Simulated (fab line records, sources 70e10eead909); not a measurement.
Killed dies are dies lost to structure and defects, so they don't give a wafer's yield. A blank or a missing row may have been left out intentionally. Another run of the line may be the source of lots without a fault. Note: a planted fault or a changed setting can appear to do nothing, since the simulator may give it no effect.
Matching of chambers / flow nand harc / NHARC_P_GATE_DESCUM_31 on rie diel-01 has 4 sister chambers
The step chemistry O2, time 3 s. 4 wafers are shown with their chamber, then 8 later ones without.

WAFERS, EACH WITH ITS CHAMBER
wafer=L089.2; chamber=1; showerhead plenum p Torr (Torr)=2.05
wafer=L088.3; chamber=0; showerhead plenum p Torr (Torr)=1.91
wafer=L088.6; chamber=2; showerhead plenum p Torr (Torr)=2.00
wafer=L090.1; chamber=3; showerhead plenum p Torr (Torr)=1.94

WAFERS WITHOUT THEIR CHAMBER
wafer=L090.2; showerhead plenum p Torr (Torr)=2.05
wafer=L090.5; showerhead plenum p Torr (Torr)=2.00
wafer=L092.1; showerhead plenum p Torr (Torr)=2.00
wafer=L092.2; showerhead plenum p Torr (Torr)=2.05
wafer=L092.3; showerhead plenum p Torr (Torr)=1.91
wafer=L095.2; showerhead plenum p Torr (Torr)=1.91
wafer=L095.4; showerhead plenum p Torr (Torr)=2.04
wafer=L095.6; showerhead plenum p Torr (Torr)=1.91

WHICH CHAMBER EACH WENT THROUGH
wafer=L090.2; from the rows above=1; in truth=1
wafer=L090.5; from the rows above=2; in truth=2
wafer=L092.1; from the rows above=2; in truth=2
wafer=L092.2; from the rows above=1; in truth=1
wafer=L092.3; from the rows above=0; in truth=0
wafer=L095.2; from the rows above=0; in truth=0
wafer=L095.4; from the rows above=1; in truth=1
wafer=L095.6; from the rows above=0; in truth=0
Correctly placed: 8 of 8. Left unplaced by these rows: 0. Number placed wrongly: 0.
How it was worked out, from the rows above alone: a wafer's distance from a chamber is the root of the sum, over the readings, of the square of ((its reading less the chamber's mean) divided by the reading's scatter). The wafer belongs to the nearest chamber; if the next one is less than 2 further off, it can't be placed. For every chamber, the mean is computed from those of its wafers that are shown. The scatter (one wafer shown for each chamber): square how far every hidden wafer sits from the nearest shown wafer, average those squares and take the square root.
